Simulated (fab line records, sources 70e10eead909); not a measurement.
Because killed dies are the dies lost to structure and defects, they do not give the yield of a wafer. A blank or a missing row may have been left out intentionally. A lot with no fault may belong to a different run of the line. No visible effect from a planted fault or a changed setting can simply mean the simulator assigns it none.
Struck lot and sound lot, side by side :: flow nand harc :: 13 steps out of a route of 1159
Sound: the wafers L371.1, L371.2, L371.5. The struck wafers were L368.1, L368.2, L368.5. The cause comes at the end.
Per side, at each step with rows, come the tool, then ch with its chambers, and then its first start. Under that, the readings that differ: sound wafers :: struck wafers :: difference of the means :: sigmas: that difference in standard deviations of wafers without a fault.
alike: words and numbers the same on both sides, and readings whose means are apart by under 2 such deviations; not compared: readings that were withheld, readings missing a value for some wafer, numbers with overlapping values and no deviation given by the record, and bounds like >300 which may hide the same value.
A row with sigmas, a row that says differs or no value, or rows on one side alone: a step with any of these is where the two part. Numbers that don't overlap but have no deviation are shown without sigmas and don't part them. A reading missing from all wafers of one side parts the sides only when that side holds two or more wafers.

NHARC_P_START_INSPECT_01:
  sound on defect inspect-01, day 6 18:02; struck on defect inspect-02, day 6 00:02
  alike: raw defect count
then, 10 steps without rows for these wafers: NHARC_P_ZERO_WELL_PRECLEAN_00 (cleans in SPM, time 600 s); NHARC_P_ZERO_WELL_SRD_01; NHARC_P_ZERO_WELL_PECVD_02 (deposits SiO2, target thk 10 nm); NHARC_P_ZERO_WELL_DEHYDRATE_03 (time 120 s); NHARC_P_ZERO_WELL_HMDS_04 (time 30 s); NHARC_P_ZERO_WELL_COAT_64 (time 65 s); NHARC_P_ZERO_WELL_COAT_05 (resist thk 600 nm); NHARC_P_ZERO_WELL_SOFTBAKE_06 (time 70 s); NHARC_P_ZERO_WELL_EBR_07; NHARC_P_ZERO_WELL_EXPOSE_08 (exposes mask P ZERO, target cd 500 nm).
NHARC_P_ZERO_WELL_PEB_09: peb time 80 s.
  struck on litho track-02, day 6 01:06; sound on litho track-03 ch 0, day 6 19:02
  no value came back on the struck wafers for chill plate temp C (C), exhaust pa (Pa); on the sound wafers chill plate temp C (C) reads 22.92 22.99 23.00
then, 1 step without rows for these wafers: NHARC_P_ZERO_WELL_DEVELOP_10 (time 50 s).

== WHERE THEY PART ==
Within this record, at NHARC_P_ZERO_WELL_PEB_09 only.

WHY: the cause the simulator had injected
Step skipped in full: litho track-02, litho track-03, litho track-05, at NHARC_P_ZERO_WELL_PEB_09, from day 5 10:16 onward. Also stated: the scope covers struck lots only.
